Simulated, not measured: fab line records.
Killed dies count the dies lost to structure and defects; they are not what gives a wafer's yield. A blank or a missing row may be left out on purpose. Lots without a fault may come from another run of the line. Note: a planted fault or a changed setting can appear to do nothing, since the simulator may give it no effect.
fab line records	flow nandHarc
[record] lots = 24	wafers = 72	lastDay = 24
route steps=1159 shown A_CONTACT@940 A_BLC@974
lots that met no fault: from a run of the same line without faults
startH: start of the lot's first displayed wafer, in hours after the record's first day	waitH: hours elapsed since this lot's preceding step	" the same as in the row above	L1.1+2: a row that stands for several wafers	- no value present, or no start provided	* or withheld: withheld	< > ~ a bound
route shown NAME@n: a module of which the file shows steps, and the number in the route of the first	usual: average and standard deviation across the fault-free wafers	same: alike in all rows	chamber/n: place in a boat	sites: the reading at each site	_std_site: standard deviation of those values	_edge_site: inner sites' mean taken away from outer sites' mean	radiusMm: how far each site lies from the wafer's centre	mask NAME#n: copy n	behind: the tool/chamber that last shaped the wafer	hold: why the lot went on hold/how many hours it stayed there/how the hold came to an end	device: the n, p or np transistor that did not switch	end of line: tests run on the same wafers once the route is complete	a step given without rows: its recipe and nothing more	killed: the dies lost at the first sort to structure and to defects; this is not the yield of the wafer	map: a wafer's dies, marking killed ones x, the rest . and places with no die _
set.NAME: the setting that was run; set.NAME@STEP: the one run at that earlier step	model.NAME: the simulator's own value behind a step, which no gauge read
a sample of lots followed through the steps of the route, with each step as a table and each wafer as a row
services: the hour from which a tool's chamber was out of use, counted from the record's first day as startH (under 0 if before that day), plus the number of hours and why
[[steps]]
[step NHARC_A_CONTACT_ETCH_89]
[recipe] targetDepthA = 2600	overEtchFrac = 0.3	timeS = 475.3	ionEnergyEv = 200	n2FlowSccm = 150	h2FlowSccm = 150	arFlowSccm = 0	rfW = 400	biasW = 150	chemistry = N2/H2
[usual] drypumpMotorCurrentA = 5.7/0.55	oesProductAu = 1.001/0.0076	rfFwdPowerW = 399.2/1.1	rfVppV = 429.2/2.8	showerheadPlenumPTorr = 1.99/0.095	throttleValvePct = 14.170/0.01
lot.wafer	tool	chamber	startH	waitH	drypumpMotorCurrentA	oesProductAu	rfFwdPowerW	rfHoursCounterH	rfVppV	showerheadPlenumPTorr	throttleValvePct
L074.2	rieDiel-02	1	-	-	6.3	1.006	401.1	22	426.5	1.89	14.156
L074.3	"	2	"	"	5.3	1.001	398.4	25	429.0	2.00	14.179
L074.5	"	1	"	"	6.3	1.005	398.9	-	427.3	1.89	14.182
L075.2	rieDiel-02	3	-	-	6.4	1.002	400.4	26	424.7	1.89	14.168
L075.6	"	1	"	"	6.3	0.998	399.2	-	426.8	1.89	14.138
L075.5	"	2	"	"	5.3	1.009	399.6	-	430.1	1.99	14.156
L077.3	rieDiel-02	0	-	-	5.7	1.004	398.2	27	427.1	1.90	14.181
L077.4	"	1	"	"	6.3	1.001	398.3	25	426.1	1.89	14.180
L077.2	"	2	"	"	5.3	0.998	398.5	27	428.7	1.99	14.173
L076.1	rieDiel-02	2	-	-	5.3	0.997	399.6	27	428.0	1.99	14.181
L076.2	"	0	"	"	5.7	1.016	398.9	28	427.2	1.90	14.180
L076.6	"	2	"	"	5.3	0.990	399.8	-	428.6	1.99	14.168
L078.3	rieDiel-04	3	-	-	4.9	1.001	399.7	20	428.4	1.91	14.170
L078.2	"	0	"	"	6.4	1.006	399.3	17	432.0	2.05	14.159
L078.1	"	1	"	"	5.3	0.999	399.5	19	427.3	1.93	14.152
L081.2	rieDiel-05	1	-	-	5.9	1.006	400.9	26	430.4	2.02	14.166
L081.3	"	3	"	"	6.6	1.020	398.8	32	430.4	2.01	14.170
L081.5	"	0	"	"	5.8	1.000	398.5	-	430.9	2.06	14.179
L080.2	rieDiel-05	0	-	-	5.8	1.008	398.6	32	430.4	2.06	14.185
L080.1	"	2	"	"	6.1	1.019	399.0	27	433.2	2.13	14.171
L080.6	"	3	"	"	6.6	1.008	400.5	-	429.4	2.01	14.165
L079.4	rieDiel-04	2	-	-	5.2	0.991	398.5	25	432.9	2.13	14.155
L079.2	"	3	"	"	4.9	0.995	397.4	24	426.8	1.90	14.175
L079.3	"	1	"	"	5.3	0.997	399.2	23	427.0	1.93	14.176
L083.2	rieDiel-04	1	-	-	5.3	1.002	399.1	23	428.4	1.93	14.171
L083.3	"	2	"	"	5.3	1.007	400.1	26	433.7	2.13	14.162
L083.4	"	3	"	"	4.9	1.001	398.9	25	425.0	1.90	14.173
L082.3	rieDiel-05	2	-	-	6.1	1.002	399.3	32	433.5	2.13	14.170
L082.2	"	3	"	"	6.6	1.011	399.1	38	429.3	2.01	14.177
L082.5	"	2	"	"	6.2	1.008	399.5	-	434.6	2.13	14.176
L084.1	rieDiel-02	1	-	-	6.3	0.998	400.4	44	425.8	1.88	14.166
L084.2	"	3	"	"	6.4	1.003	400.6	49	424.9	1.88	14.181
L084.6	"	0	"	"	5.7	1.018	396.3	-	426.5	1.89	14.158
L085.3	rieDiel-05	0	-	-	5.8	1.005	401.7	43	429.5	2.05	14.169
L085.2	"	2	"	"	6.2	1.004	398.9	37	433.7	2.13	14.164
L085.5	"	1	"	"	5.9	1.005	399.4	-	428.8	2.02	14.152
L088.4	rieDiel-04	2	-	-	5.2	1.000	396.9	30	433.2	2.13	14.165
L088.5	"	0	"	"	6.4	1.006	397.0	-	431.0	2.05	14.181
L088.6	"	1	"	"	5.3	1.004	399.5	-	428.3	1.93	14.176
L087.2	rieDiel-04	1	-	-	5.3	1.001	399.7	29	427.9	1.93	14.180
L087.3	"	2	"	"	5.3	1.003	399.0	31	431.7	2.13	14.154
L087.5	"	0	"	"	6.4	0.995	399.8	-	431.1	2.05	14.193
L086.3	rieDiel-04	1	-	-	5.3	1.011	399.1	29	427.2	1.93	14.173
L086.6	"	2	"	"	5.2	0.995	399.6	-	433.2	2.13	14.175
L086.5	"	3	"	"	4.9	1.001	398.9	-	426.9	1.90	14.149
L090.1	rieDiel-02	2	-	-	5.3	0.988	398.6	64	428.3	1.98	14.166
L090.5	"	3	"	"	6.4	0.998	399.7	-	426.3	1.88	14.152
L090.6	"	0	"	"	5.7	1.004	399.3	-	426.8	1.89	14.174
L089.1	rieDiel-04	2	-	-	5.2	0.996	396.7	2	433.1	2.13	14.161
L089.2	"	0	"	"	6.3	0.980	399.1	2	431.8	2.05	14.156
L089.3	"	1	"	"	5.3	0.978	400.6	2	427.2	1.93	14.182
L091.2	rieDiel-02	1	-	-	6.3	1.001	399.3	62	426.3	1.88	14.189
L091.6	"	1	"	"	6.3	1.000	399.4	-	426.8	1.88	14.176
L091.5	"	2	"	"	5.3	0.994	399.4	-	429.3	1.98	14.176
L094.3	rieDiel-04	1	-	-	5.3	0.998	397.9	7	427.0	1.93	14.151
L094.2	"	2	"	"	5.2	1.006	397.4	7	431.5	2.13	14.172
L094.6	"	0	"	"	6.4	0.990	398.6	-	431.4	2.05	14.178
L092.2	rieDiel-04	3	-	-	4.9	1.000	398.9	7	425.7	1.90	14.183
L092.4	"	0	"	"	6.4	0.986	401.1	7	430.6	2.05	14.158
L092.1	"	1	"	"	5.3	0.990	398.7	8	427.1	1.93	14.159
L093.3	rieDiel-05	3	-	-	6.6	1.004	399.2	59	430.3	2.00	14.163
L093.6	"	2	"	"	6.1	0.998	398.4	-	433.6	2.12	14.158
L093.5	"	3	"	"	6.6	0.998	400.7	-	428.9	2.00	14.169
L096.2	rieDiel-02	1	-	-	6.2	1.007	398.1	1	436.3	2.22	14.180
L096.3	"	2	"	"	5.3	1.010	399.5	1	430.1	1.98	14.175
L096.6	"	1	"	"	6.2	1.024	399.6	-	435.1	2.22	14.172
L097.2	rieDiel-04	1	-	-	5.2	0.994	398.3	10	426.6	1.93	14.163
L097.1	"	3	"	"	4.9	1.010	400.8	10	427.8	1.90	14.179
L097.4	"	0	"	"	6.4	0.994	399.7	10	431.2	2.05	14.169
L095.2	rieDiel-04	0	-	-	6.4	0.989	401.4	11	429.8	2.05	14.179
L095.1	"	2	"	"	5.2	1.002	398.8	11	433.2	2.13	14.186
L095.5	"	1	"	"	5.3	0.988	398.7	-	428.4	1.93	14.169
[step NHARC_A_CONTACT_ETCH_135]
[recipe] sourceW = withheld	pressureMtorr = 20	biasV = 3000	timeS = 132	targetDepthA = 12870	arFlowSccm = withheld	c4f8FlowSccm = withheld	o2FlowSccm = withheld	chemistry = C4F8/O2/Ar
lot.wafer	tool	chamber	startH	waitH	rfHoursCounterH
L074.2	harCapEtch-02	1	398.21	0.2	13
L074.3	"	0	"	"	-
L074.5	"	1	"	"	-
L075.2	harCapEtch-03	1	399.55	0.2	85
L075.5	"	1	"	"	-
L075.6	"	0	"	"	-
L077.2	harCapEtch-02	1	402.62	0.2	14
L077.4	"	0	"	"	-
L077.3	"	1	"	"	-
L076.1	harCapEtch-01	1	402.96	0.2	60
L076.2	"	0	"	"	60
L076.6	"	1	"	"	-
L078.1	harCapEtch-03	0	414.24	0.2	87
L078.2	"	1	"	"	87
L078.3	"	0	"	"	-
L081.2	harCapEtch-01	0	426.75	0.2	63
L081.3	"	0	"	"	-
L081.5	"	0	"	"	-
L080.2	harCapEtch-01	0	428.24	0.2	63
L080.1	"	1	"	"	63
L080.6	"	0	"	"	-
L079.2	harCapEtch-01	0	433.90	0.2	64
L079.3	"	0	"	"	-
L079.4	"	1	"	"	-
L083.2	harCapEtch-01	1	439.45	0.2	65
L083.3	"	1	"	"	-
L083.4	"	0	"	"	-
L082.2	harCapEtch-02	1	440.50	0.2	21
L082.3	"	0	"	"	-
L082.5	"	0	"	"	-
L084.2	harCapEtch-03	0	451.47	0.2	95
L084.1	"	1	"	"	95
L084.6	"	0	"	"	-
L085.2	harCapEtch-03	1	455.26	0.2	96
L085.3	"	0	"	"	-
L085.5	"	1	"	"	-
L088.4	harCapEtch-02	0	456.88	0.1	-
L088.6	"	0	"	"	-
L088.5	"	1	"	"	-
L087.2	harCapEtch-02	1	465.84	0.2	25
L087.3	"	1	"	"	-
L087.5	"	0	"	"	-
L086.3	harCapEtch-01	0	466.83	0.1	-
L086.6	"	0	"	"	-
L086.5	"	1	"	"	-
L090.1	harCapEtch-03	1	489.25	0.2	100
L090.6	"	0	"	"	-
L090.5	"	1	"	"	-
L089.1	harCapEtch-02	0	489.48	0.2	28
L089.2	"	1	"	"	28
L089.3	"	1	"	"	-
L091.2	harCapEtch-02	0	500.31	0.2	30
L091.6	"	1	"	"	-
L091.5	"	0	"	"	-
L094.2	harCapEtch-03	0	506.81	0.2	105
L094.3	"	0	"	"	-
L094.6	"	1	"	"	-
L092.1	harCapEtch-02	0	508.24	0.2	32
L092.2	"	1	"	"	32
L092.4	"	0	"	"	-
L093.3	harCapEtch-01	0	512.79	0.1	-
L093.5	"	1	"	"	-
L093.6	"	0	"	"	-
L096.2	harCapEtch-02	1	516.47	0.2	34
L096.3	"	1	"	"	-
L096.6	"	1	"	"	-
L097.1	harCapEtch-01	1	517.65	0.2	80
L097.2	"	0	"	"	80
L097.4	"	0	"	"	-
L095.2	harCapEtch-02	1	521.81	0.2	34
L095.1	"	0	"	"	34
L095.5	"	0	"	"	-
[step NHARC_A_CONTACT_CVD_19]
[recipe] targetThkA = 3000	tempC = 300	pressureTorr = 40	wf6FlowSccm = 40	h2FlowSccm = 1600	arFlowSccm = 1560	timeS = 802	material = W
[usual] heaterPowerW = 476/77	throttleValvePct = 7.96/0.28
lot.wafer	tool	chamber	startH	waitH	heaterPowerW	throttleValvePct
L074.2	cvdW-01	1	-	-	579	8.14
L074.3	"	1	"	"	581	7.85
L074.5	"	0	"	"	337	7.72
L075.2	cvdW-01	0	-	-	344	7.45
L075.5	"	0	"	"	334	7.64
L075.6	"	1	"	"	575	7.98
L077.2	cvdW-02	1	-	-	493	7.73
L077.4	"	1	"	"	476	7.61
L077.3	"	0	"	"	480	8.21
L076.2	cvdW-02	1	-	-	481	8.06
L076.1	"	0	"	"	490	8.29
L076.6	"	0	"	"	501	8.10
L078.2	cvdW-02	0	-	-	491	8.11
L078.1	"	1	"	"	480	7.84
L078.3	"	1	"	"	492	7.61
L081.2	cvdW-02	1	-	-	491	7.72
L081.3	"	1	"	"	490	7.96
L081.5	"	1	"	"	495	7.85
L080.2	cvdW-01	1	-	-	568	8.02
L080.1	"	0	"	"	337	7.71
L080.6	"	1	"	"	584	8.07
L079.2	cvdW-01	1	-	-	580	8.09
L079.3	"	1	"	"	573	8.08
L079.4	"	0	"	"	343	7.93
L083.2	cvdW-02	1	-	-	494	7.78
L083.4	"	1	"	"	488	7.61
L083.3	"	0	"	"	492	8.22
L082.2	cvdW-02	1	-	-	501	7.77
L082.3	"	1	"	"	474	8.14
L082.5	"	0	"	"	497	8.29
L084.2	cvdW-01	1	-	-	587	8.01
L084.1	"	0	"	"	328	7.71
L084.6	"	1	"	"	577	7.91
L085.2	cvdW-02	0	-	-	495	8.25
L085.3	"	1	"	"	492	7.66
L085.5	"	1	"	"	490	8.01
L088.4	cvdW-01	1	-	-	596	8.21
L088.6	"	1	"	"	579	8.03
L088.5	"	0	"	"	337	7.59
L087.2	cvdW-02	1	-	-	491	7.70
L087.3	"	1	"	"	482	7.45
L087.5	"	0	"	"	497	8.26
L086.3	cvdW-02	0	-	-	503	8.51
L086.5	"	0	"	"	487	8.35
L086.6	"	1	"	"	493	7.62
L090.1	cvdW-01	0	-	-	335	7.69
L090.6	"	0	"	"	333	7.87
L090.5	"	1	"	"	553	7.85
L089.2	cvdW-01	1	-	-	558	7.65
L089.1	"	0	"	"	340	7.96
L089.3	"	0	"	"	340	7.52
L091.2	cvdW-02	0	-	-	495	8.39
L091.6	"	0	"	"	489	8.41
L091.5	"	1	"	"	494	7.82
L094.2	cvdW-02	0	-	-	501	8.31
L094.3	"	0	"	"	505	8.37
L094.6	"	1	"	"	498	7.62
L092.2	cvdW-02	1	-	-	493	7.66
L092.1	"	0	"	"	493	8.31
L092.4	"	0	"	"	497	8.56
L093.3	cvdW-02	1	-	-	495	7.80
L093.6	"	1	"	"	490	7.99
L093.5	"	0	"	"	495	8.33
L097.1	cvdW-01	1	-	-	562	7.62
L097.2	"	0	"	"	337	7.67
L097.4	"	0	"	"	340	7.65
L096.2	cvdW-02	0	-	-	478	8.59
L096.3	"	0	"	"	488	8.26
L096.6	"	1	"	"	493	7.98
L095.1	cvdW-01	1	-	-	560	7.73
L095.2	"	0	"	"	328	7.98
L095.5	"	0	"	"	340	7.92
[step NHARC_A_BLC_CD_MEAS_10]
[recipe] targetCdNm = 100	landingEnergyEv = 500
[usual] cdNm = 100.0/0.54
lot.wafer	tool	chamber	startH	waitH	cdNm
L074.2	cdSem-01	0	405.45	-	100.1
L074.3	"	0	"	"	100.6
L074.5	"	0	"	"	99.9
L075.2	cdSem-01	0	406.74	-	100.2
L075.5	"	0	"	"	99.5
L075.6	"	0	"	"	101.1
L077.2	cdSem-02	0	409.27	-	100.4
L077.3	"	0	"	"	100.2
L077.4	"	0	"	"	100.3
L076.1	cdSem-01	0	410.00	-	99.9
L076.2	"	0	"	"	99.7
L076.6	"	0	"	"	99.5
L078.1	cdSem-02	0	420.93	-	100.0
L078.2	"	0	"	"	99.7
L078.3	"	0	"	"	100.7
L081.2	cdSem-02	0	430.83	-	100.5
L081.3	"	0	"	"	100.1
L081.5	"	0	"	"	100.3
L080.1	cdSem-03	0	432.17	-	100.8
L080.2	"	0	"	"	99.8
L080.6	"	0	"	"	100.1
L079.2	cdSem-03	0	439.97	-	100.0
L079.3	"	0	"	"	100.2
L079.4	"	0	"	"	99.5
L083.2	cdSem-01	0	448.75	-	100.4
L083.3	"	0	"	"	99.2
L083.4	"	0	"	"	98.5
L082.2	cdSem-01	0	449.40	-	99.5
L082.3	"	0	"	"	98.9
L082.5	"	0	"	"	99.5
L084.1	cdSem-02	0	455.59	-	101.3
L084.2	"	0	"	"	100.8
L084.6	"	0	"	"	100.5
L085.2	cdSem-03	0	459.36	-	100.3
L085.3	"	0	"	"	100.6
L085.5	"	0	"	"	100.5
L088.4	cdSem-02	0	464.42	-	99.5
L088.5	"	0	"	"	99.8
L088.6	"	0	"	"	98.9
L087.2	cdSem-01	0	477.59	-	99.4
L087.3	"	0	"	"	100.5
L087.5	"	0	"	"	100.4
L086.3	cdSem-03	0	478.38	-	99.6
L086.5	"	0	"	"	100.1
L086.6	"	0	"	"	100.1
L090.1	cdSem-01	0	498.33	-	99.6
L090.5	"	0	"	"	98.8
L090.6	"	0	"	"	100.0
L089.1	cdSem-01	0	499.20	-	99.0
L089.2	"	0	"	"	100.1
L089.3	"	0	"	"	98.6
L091.2	cdSem-02	0	505.25	-	100.0
L091.5	"	0	"	"	100.0
L091.6	"	0	"	"	100.0
L094.2	cdSem-02	0	514.13	-	99.9
L094.3	"	0	"	"	99.7
L094.6	"	0	"	"	99.4
L092.1	cdSem-01	0	515.37	-	100.5
L092.2	"	0	"	"	100.4
L092.4	"	0	"	"	100.2
L093.3	cdSem-01	0	519.84	-	99.3
L093.5	"	0	"	"	99.5
L093.6	"	0	"	"	100.9
L096.2	cdSem-02	0	528.88	-	100.3
L096.3	"	0	"	"	100.4
L096.6	"	0	"	"	101.0
L097.1	cdSem-01	0	529.03	-	100.4
L097.2	"	0	"	"	99.8
L097.4	"	0	"	"	99.6
L095.1	cdSem-03	0	529.98	-	100.1
L095.2	"	0	"	"	100.9
L095.5	"	0	"	"	100.5
[step NHARC_A_BLC_OVL_MEAS_11]
[usual] overlayXNm = 0.2/0.66	overlayYNm = 0.4/0.88
lot.wafer	tool	chamber	startH	waitH	overlayXNm	overlayYNm
L074.2	overlay-01	-	405.53	-	0.2	0.0
L074.3	"	-	"	"	0.4	0.0
L074.5	"	-	"	"	0.2	-0.4
L075.2	overlay-01	-	406.83	-	0.2	-0.2
L075.5	"	-	"	"	0.2	0.3
L075.6	"	-	"	"	-0.2	0.3
L077.2	overlay-02	-	409.35	-	0.1	1.2
L077.3	"	-	"	"	0.3	1.2
L077.4	"	-	"	"	0.3	0.9
L076.1	overlay-02	-	410.09	-	0.2	-0.7
L076.2	"	-	"	"	0.2	0.0
L076.6	"	-	"	"	0.7	-0.8
L078.1	overlay-02	-	421.02	-	1.0	1.7
L078.2	"	-	"	"	0.5	1.4
L078.3	"	-	"	"	0.5	0.8
L081.2	overlay-01	-	430.92	-	0.3	0.9
L081.3	"	-	"	"	1.0	0.8
L081.5	"	-	"	"	1.0	0.6
L080.1	overlay-01	-	432.26	-	-0.1	0.4
L080.2	"	-	"	"	1.0	0.1
L080.6	"	-	"	"	0.7	0.4
L079.2	overlay-02	-	440.06	-	0.6	0.4
L079.3	"	-	"	"	0.2	0.3
L079.4	"	-	"	"	0.0	0.6
L083.2	overlay-02	-	448.84	-	-1.0	-0.5
L083.3	"	-	"	"	0.2	-0.6
L083.4	"	-	"	"	-0.3	-0.3
L082.2	overlay-02	-	449.49	-	-0.5	-0.6
L082.3	"	-	"	"	-0.5	-0.7
L082.5	"	-	"	"	0.0	-0.6
L084.1	overlay-02	-	455.68	-	2.0	0.9
L084.2	"	-	"	"	2.0	0.4
L084.6	"	-	"	"	2.0	0.8
L085.2	overlay-02	-	459.44	-	-0.5	1.9
L085.3	"	-	"	"	-0.6	1.5
L085.5	"	-	"	"	-0.1	0.8
L088.4	overlay-02	-	464.51	-	-0.3	-1.0
L088.5	"	-	"	"	0.1	-1.3
L088.6	"	-	"	"	-0.4	-0.9
L087.2	overlay-02	-	477.68	-	0.2	-0.5
L087.3	"	-	"	"	0.0	-0.6
L087.5	"	-	"	"	0.5	0.1
L086.3	overlay-02	-	478.47	-	-0.3	0.7
L086.5	"	-	"	"	-0.3	0.7
L086.6	"	-	"	"	-0.2	0.5
L090.1	overlay-01	-	498.42	-	0.1	0.0
L090.5	"	-	"	"	-0.1	-0.2
L090.6	"	-	"	"	-0.2	-0.7
L089.1	overlay-01	-	499.29	-	-0.5	1.5
L089.2	"	-	"	"	-0.8	1.8
L089.3	"	-	"	"	-0.6	2.0
L091.2	overlay-01	-	505.34	-	0.4	-0.3
L091.5	"	-	"	"	0.9	0.1
L091.6	"	-	"	"	0.4	0.3
L094.2	overlay-02	-	514.21	-	-0.5	2.3
L094.3	"	-	"	"	-0.3	1.8
L094.6	"	-	"	"	0.0	2.0
L092.1	overlay-01	-	515.46	-	1.4	0.5
L092.2	"	-	"	"	1.3	0.3
L092.4	"	-	"	"	1.6	0.5
L093.3	overlay-01	-	519.93	-	0.1	-0.4
L093.5	"	-	"	"	-0.7	-0.4
L093.6	"	-	"	"	-0.8	-0.3
L096.2	overlay-01	-	528.97	-	-0.2	1.3
L096.3	"	-	"	"	-0.3	1.4
L096.6	"	-	"	"	0.0	1.0
L097.1	overlay-01	-	529.12	-	1.2	-0.3
L097.2	"	-	"	"	0.9	0.2
L097.4	"	-	"	"	0.7	0.0
L095.1	overlay-01	-	530.07	-	0.5	0.0
L095.2	"	-	"	"	1.2	-0.3
L095.5	"	-	"	"	0.8	-0.2
[step NHARC_A_BLC_INSPECT_12]
[usual] rawDefectCount = 32/15
lot.wafer	tool	chamber	startH	waitH	rawDefectCount
L074.2	defectInspect-02	-	405.57	0.0	10
L074.3	"	-	"	"	10
L074.5	"	-	"	"	12
L075.2	defectInspect-01	-	406.87	0.0	30
L075.5	"	-	"	"	28
L075.6	"	-	"	"	29
L077.2	defectInspect-01	-	409.39	0.0	16
L077.3	"	-	"	"	20
L077.4	"	-	"	"	20
L076.1	defectInspect-02	-	410.12	0.0	15
L076.2	"	-	"	"	20
L076.6	"	-	"	"	25
L078.1	defectInspect-02	-	421.07	0.1	30
L078.2	"	-	"	"	38
L078.3	"	-	"	"	32
L081.2	defectInspect-01	-	430.96	0.0	25
L081.3	"	-	"	"	27
L081.5	"	-	"	"	15
L080.1	defectInspect-02	-	432.30	0.0	37
L080.2	"	-	"	"	31
L080.6	"	-	"	"	24
L079.2	defectInspect-02	-	440.09	0.0	9
L079.3	"	-	"	"	5
L079.4	"	-	"	"	7
L083.2	defectInspect-01	-	448.88	0.0	34
L083.3	"	-	"	"	27
L083.4	"	-	"	"	30
L082.2	defectInspect-01	-	449.52	0.0	24
L082.3	"	-	"	"	22
L082.5	"	-	"	"	23
L084.1	defectInspect-01	-	455.72	0.0	37
L084.2	"	-	"	"	43
L084.6	"	-	"	"	47
L085.2	defectInspect-01	-	459.48	0.0	59
L085.3	"	-	"	"	59
L085.5	"	-	"	"	67
L088.4	defectInspect-01	-	464.54	0.0	20
L088.5	"	-	"	"	30
L088.6	"	-	"	"	37
L087.2	defectInspect-02	-	477.71	0.0	49
L087.3	"	-	"	"	47
L087.5	"	-	"	"	42
L086.3	defectInspect-01	-	478.50	0.0	21
L086.5	"	-	"	"	21
L086.6	"	-	"	"	12
L090.1	defectInspect-02	-	498.45	0.0	23
L090.5	"	-	"	"	24
L090.6	"	-	"	"	28
L089.1	defectInspect-02	-	499.33	0.0	38
L089.2	"	-	"	"	45
L089.3	"	-	"	"	45
L091.2	defectInspect-02	-	505.37	0.0	55
L091.5	"	-	"	"	37
L091.6	"	-	"	"	45
L094.2	defectInspect-02	-	514.25	0.0	64
L094.3	"	-	"	"	57
L094.6	"	-	"	"	56
L092.1	defectInspect-02	-	515.49	0.0	13
L092.2	"	-	"	"	13
L092.4	"	-	"	"	23
L093.3	defectInspect-02	-	519.98	0.1	59
L093.5	"	-	"	"	55
L093.6	"	-	"	"	84
L096.2	defectInspect-01	-	529.00	0.0	32
L096.3	"	-	"	"	63
L096.6	"	-	"	"	48
L097.1	defectInspect-01	-	529.16	0.0	40
L097.2	"	-	"	"	37
L097.4	"	-	"	"	35
L095.1	defectInspect-01	-	530.11	0.0	29
L095.2	"	-	"	"	27
L095.5	"	-	"	"	24
[[services]]
tool	chamber	startH	hours	kind
rieDiel-04	0	374.09	10.1	repair
cvdW-02	-	380.50	13.0	pm
cvdW-02	0	380.50	13.0	ventCycle
cvdW-02	1	380.50	13.0	ventCycle
rieDiel-04	3	391.44	8.3	repair
rieDiel-04	0	391.88	1.9	repair
cvdW-02	0	393.50	-	clean
cvdW-02	1	393.50	-	clean
rieDiel-04	0	396.00	-	clean
rieDiel-04	1	396.00	-	clean
rieDiel-04	2	396.00	-	clean
rieDiel-04	2	411.88	3.5	repair
rieDiel-04	0	420.50	-	clean
rieDiel-04	1	420.50	-	clean
rieDiel-04	2	420.50	-	clean
rieDiel-04	1	435.79	1.6	repair
rieDiel-04	-	466.00	9.0	pm
cvdW-01	-	476.46	13.0	pm
rieDiel-04	-	479.07	0.4	repair
rieDiel-02	3	502.46	8.7	repair
cvdW-01	0	502.55	6.6	repair
harCapEtch-02	-	504.75	1.5	repair
rieDiel-02	-	505.11	9.0	pm
rieDiel-05	-	517.66	9.0	pm
[[key]]
fault none
